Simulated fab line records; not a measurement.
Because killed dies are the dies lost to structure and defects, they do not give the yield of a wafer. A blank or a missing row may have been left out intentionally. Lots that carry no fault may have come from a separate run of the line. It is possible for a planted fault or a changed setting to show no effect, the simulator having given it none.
Which tool did it? | flow n5_finfet | Sampling: 8 lots, 24 wafers, 6 of 1938 route steps

## WHAT THE GAUGES SHOWED, per wafer
N5_MOL_CONTACT_COAG_THK_MEAS_29. Usual: MD_CAP_THK gives 17.93 nm (standard deviation 0.095).
lot  | measured     | on            | MD_CAP_THK (nm)   | flag
L631 | day 5 06:16  | film_metro-02 | 17.92 17.96 18.10 |
L632 | day 5 13:34  | film_metro-01 | 17.89 17.94 17.91 |
L633 | day 5 21:38  | film_metro-02 | 18.00 17.79 17.87 |
L636 | day 6 15:51  | film_metro-02 | 18.03 17.88 17.81 |
L638 | day 7 02:40  | film_metro-02 | 18.05 13.81 17.91 | OFF
L644 | day 8 16:14  | film_metro-01 | 17.82 18.16 17.98 |
L651 | day 10 11:25 | film_metro-01 | 18.05 18.09 17.83 |
L652 | day 10 14:19 | film_metro-01 | 17.88 17.95 17.92 |

N5_MOL_CONTACT_COAG_CD_MEAS_84: target cd 25.1 nm. Usual: cd_nm at 25.04 nm, with a standard deviation of 0.23.
lot  | measured     | on        | cd_nm (nm)        | flag
L631 | day 5 07:08  | cd_sem-02 | 25.15 25.15 25.50 |
L632 | day 5 14:32  | cd_sem-02 | 25.29 25.40 25.10 |
L633 | day 5 22:31  | cd_sem-03 | 25.14 24.76 24.98 |
L636 | day 6 16:52  | cd_sem-03 | 24.96 25.38 25.33 |
L638 | day 7 03:40  | cd_sem-03 | 25.19 24.92 25.04 |
L644 | day 8 17:27  | cd_sem-01 | 24.83 24.86 25.05 |
L651 | day 10 12:51 | cd_sem-02 | 25.16 24.86 25.26 |
L652 | day 10 15:19 | cd_sem-03 | 25.12 24.79 25.53 |

N5_BEOL_M4_RC_MEAS_101. Usual: DIBL_N 37.0 mV/V, standard deviation 2.3; DIBL_P 37.3 mV/V, standard deviation 2.8; IOFF_N 0.17 nA/um, standard deviation 0.046; IOFF_P 0.23 nA/um, standard deviation 0.054; ION_N 675 uA/um, standard deviation 14; ION_P 460 uA/um, standard deviation 9.3; SS_N 71.7 mV/dec, standard deviation 0.73; SS_P 73.6 mV/dec, standard deviation 0.95; VT_N 249 mV, standard deviation 3.9; VT_P -250 mV, standard deviation 3.9.
lot  | measured     | on        | DIBL_N (mV/V)  | DIBL_P (mV/V)  | IOFF_N (nA/um) | IOFF_P (nA/um) | ION_N (uA/um) | ION_P (uA/um) | SS_N (mV/dec)  | SS_P (mV/dec)  | VT_N (mV)   | VT_P (mV)      | flag
L631 | day 8 02:19  | prober-02 | 37.4 36.8 39.6 | 37.6 37.4 40.9 | 0.19 0.17 0.25 | 0.22 0.22 0.29 | 677 667 688   | 457 453 457   | 72.1 71.1 72.2 | 73.7 75.0 76.1 | 250 249 245 | -249 -251 -248 |
L632 | day 8 05:23  | prober-02 | 39.7 36.8 33.8 | 40.0 37.0 34.2 | 0.23 0.16 0.13 | 0.29 0.21 0.18 | 673 670 662   | 460 462 458   | 72.5 71.8 71.0 | 74.6 74.2 72.5 | 247 250 250 | -249 -252 -252 |
L633 | day 8 22:55  | prober-02 | 37.5 36.0 41.5 | 37.8 36.8 43.3 | 0.18 0.16 0.27 | 0.19 0.18 0.28 | 682 676 694   | 454 453 461   | 72.0 71.0 73.1 | 73.1 73.5 75.4 | 248 249 244 | -252 -254 -246 |
L636 | day 9 08:11  | prober-02 | 35.3 38.5 39.3 | 36.6 39.5 40.8 | 0.15 0.22 0.23 | 0.19 0.25 0.27 | 670 703 706   | 458 474 471   | 71.4 72.1 72.3 | 73.1 73.8 74.8 | 253 245 248 | -255 -251 -249 |
L638 | day 10 05:55 | prober-01 | 38.9 37.5 38.8 | 41.4 38.2 40.7 | 0.20 0.16 0.21 | 0.29 0.23 0.28 | 679 682 691   | 467 470 474   | 71.3 72.1 72.2 | 74.8 74.1 74.7 | 248 249 248 | -246 -250 -246 |
L644 | day 12 16:50 | prober-01 | 34.0 40.2 38.4 | 32.0 40.6 38.3 | 0.10 0.21 0.18 | 0.16 0.31 0.26 | 656 663 656   | 456 458 453   | 70.8 73.1 73.0 | 72.3 74.7 74.2 | 256 250 247 | -253 -247 -249 |
L651 | day 13 20:28 | prober-01 | 37.8 38.4 40.4 | 36.6 36.6 38.7 | 0.16 0.16 0.22 | 0.20 0.21 0.24 | 677 656 668   | 459 444 451   | 71.3 71.8 72.2 | 73.3 72.9 73.2 | 250 253 247 | -256 -252 -253 |
L652 | day 14 07:43 | prober-02 | 37.7 40.0 35.8 | 38.9 40.9 37.0 | 0.19 0.24 0.15 | 0.28 0.30 0.23 | 670 696 677   | 460 474 471   | 72.9 73.1 71.6 | 73.9 74.6 73.2 | 249 244 250 | -247 -245 -248 |

## WHICH TOOL RAN EACH LOT (tool, then ch and the chambers of the sampled wafers, then the start)
lot  | N5_GATE_CUT_SAC_CAP_01           | N5_MOL_CONTACT_COAG_ETCH_105       | N5_MOL_CONTACT_COAG_ETCH_110
L631 | ald_sin-03 ch 0,2,3, day 4 15:28 | rie_diel-05 ch 2,3, day 4 23:04    | rie_diel-05 ch 2,3, day 4 23:18
L632 | ald_sin-03 ch 0,1,3, day 4 20:49 | rie_diel-03 ch 2,3, day 5 03:53    | rie_diel-03 ch 2,3, day 5 04:07
L633 | ald_sin-04 ch 1,2,3, day 5 06:02 | rie_diel-05 ch 0,1,3, day 5 13:14  | rie_diel-05 ch 0,1,3, day 5 13:27
L636 | ald_sin-04 ch 1,2,3, day 6 00:19 | rie_diel-01 ch 0,1,3, day 6 07:39  | rie_diel-01 ch 0,1,3, day 6 07:52
L638 | ald_sin-04 ch 0,1,3, day 6 10:44 | rie_diel-03 ch 2,3, day 6 18:08    | rie_diel-03 ch 2,3, day 6 18:22
L644 | ald_sin-03 ch 1,2, day 7 21:25   | rie_diel-03 ch 2,3, day 8 04:59    | rie_diel-03 ch 2,3, day 8 05:13
L651 | ald_sin-01 ch 0,3, day 9 18:10   | rie_diel-05 ch 0,1, day 10 01:47   | rie_diel-05 ch 0,1, day 10 02:01
L652 | ald_sin-03 ch 1,2,3, day 9 21:29 | rie_diel-01 ch 1,2,3, day 10 05:32 | rie_diel-01 ch 1,2,3, day 10 05:45
- N5_GATE_CUT_SAC_CAP_01: material SiNx, target thk 24 nm, pulse time 1 s, ald cycles 480.
- N5_MOL_CONTACT_COAG_ETCH_105: etches SiARC in CF4, target depth 15.6 nm, time 26 s.
- N5_MOL_CONTACT_COAG_ETCH_110: etches Si in CF4/O2, target depth 2.5 nm, time 8 s.

## AS READ BY THE TOOLS THEMSELVES (means over the sampled wafers that have a number; for cases with no such wafer, the mark the record gives instead)
N5_GATE_CUT_SAC_CAP_01. Usual: heater_power_w 860 W, standard deviation 79; precursor_pulse_height_rel 0.998, standard deviation 0.02.
lot  | tool       | heater_power_w (W) | precursor_pulse_height_rel | flag
L631 | ald_sin-03 | 886                | 1.014                      |
L632 | ald_sin-03 | 845                | 0.989                      |
L633 | ald_sin-04 | 848                | 1.009                      |
L636 | ald_sin-04 | 859                | 1.025                      |
L638 | ald_sin-04 | 903                | 0.986                      |
L644 | ald_sin-03 | 897                | 0.981                      |
L651 | ald_sin-01 | 852                | 1.008                      |
L652 | ald_sin-03 | 910                | 1.003                      |

N5_MOL_CONTACT_COAG_ETCH_105. Usual: drypump_motor_current_A 5.6 A, standard deviation 0.56; etch_rf_on_time_s 26.0 s, standard deviation 0.87; oes_product_au 0.65 a.u., standard deviation 0.075; rf_vpp_V 184.0 V, standard deviation 1.2; showerhead_plenum_p_Torr 2.13 Torr, standard deviation 0.076; throttle_valve_pct 15.58 %, standard deviation 0.24.
lot  | tool        | drypump_motor_current_A (A) | etch_rf_on_time_s (s) | oes_product_au (a.u.) | rf_vpp_V (V) | showerhead_plenum_p_Torr (Torr) | throttle_valve_pct (%) | flag
L631 | rie_diel-05 | 5.7                         | 25.3                  | 0.63                  | 183.6        | 2.12                            | 15.76                  |
L632 | rie_diel-03 | 5.9                         | 25.6                  | 0.65                  | 182.9        | 2.08                            | 15.72                  |
L633 | rie_diel-05 | 5.1                         | 26.3                  | 0.62                  | 184.4        | 2.16                            | 15.55                  |
L636 | rie_diel-01 | 5.9                         | 26.6                  | 0.59                  | 185.1        | 2.17                            | 15.66                  |
L638 | rie_diel-03 | 5.3                         | 25.4                  | 0.62                  | 183.7        | 2.10                            | 15.69                  |
L644 | rie_diel-03 | 5.3                         | 25.6                  | 0.61                  | 183.8        | 2.09                            | 15.72                  |
L651 | rie_diel-05 | 5.3                         | 27.4                  | 0.59                  | 183.5        | 2.11                            | 15.57                  |
L652 | rie_diel-01 | 5.7                         | 26.0                  | 0.71                  | 184.7        | 2.19                            | 15.41                  |

N5_MOL_CONTACT_COAG_ETCH_110. Usual: drypump_motor_current_A 5.6 A, standard deviation 0.55; oes_f_703_au 0.77 a.u., standard deviation 0.093; oes_product_au 0.76 a.u., standard deviation 0.088; rf_vpp_V 126.0 V, standard deviation 2.7; showerhead_plenum_p_Torr 2.22 Torr, standard deviation 0.078; throttle_valve_pct 10.75 %, standard deviation 0.27.
lot  | tool        | drypump_motor_current_A (A) | oes_f_703_au (a.u.) | oes_product_au (a.u.) | rf_vpp_V (V) | showerhead_plenum_p_Torr (Torr) | throttle_valve_pct (%) | flag
L631 | rie_diel-05 | 5.7                         | 0.76                | 0.73                  | 124.6        | 2.20                            | 10.90                  |
L632 | rie_diel-03 | 5.8                         | 0.79                | 0.77                  | 124.9        | 2.17                            | 10.84                  |
L633 | rie_diel-05 | 5.2                         | 0.74                | 0.72                  | 124.9        | 2.24                            | 10.76                  |
L636 | rie_diel-01 | 5.9                         | 0.70                | 0.70                  | 130.2        | 2.26                            | 10.89                  |
L638 | rie_diel-03 | 5.3                         | 0.73                | 0.73                  | 124.9        | 2.18                            | 10.89                  |
L644 | rie_diel-03 | 5.3                         | 0.73                | 0.72                  | 124.9        | 2.17                            | 10.92                  |
L651 | rie_diel-05 | 5.3                         | 0.70                | 0.68                  | 123.4        | 2.19                            | 10.82                  |
L652 | rie_diel-01 | 5.7                         | 0.84                | 0.83                  | 129.3        | 2.27                            | 10.53                  |

## THE ANSWER, worked out from the rows above alone
Rule: take the mean of a lot's wafers that have a number; if it is more than 3 standard deviations from the usual mean, the lot is off. A lot without any number at a reading at which 4 lots or more have one is off too. All remaining lots with rows at the step are treated as sound. Order of review: gauges by route order, followed by the tools' own readings, for which a lot's mean as printed above is used. The first step at which some lot is off is used, and at that step the reading that is off furthest; a lot without a number counts as furthest.
Off: L638, seen at N5_MOL_CONTACT_COAG_THK_MEAS_29 (MD_CAP_THK).
If a tool, at a process step before that reading, ran all the lots that are off and no sound lot after the first of them, it fits. Those tools and the gauges at N5_MOL_CONTACT_COAG_THK_MEAS_29 are tried in the same way. Undecided on this evidence; 2 tools fit (ald_sin-04 at N5_GATE_CUT_SAC_CAP_01, film_metro-02 at N5_MOL_CONTACT_COAG_THK_MEAS_29).

## WHAT WAS PUT IN BY THE SIMULATOR
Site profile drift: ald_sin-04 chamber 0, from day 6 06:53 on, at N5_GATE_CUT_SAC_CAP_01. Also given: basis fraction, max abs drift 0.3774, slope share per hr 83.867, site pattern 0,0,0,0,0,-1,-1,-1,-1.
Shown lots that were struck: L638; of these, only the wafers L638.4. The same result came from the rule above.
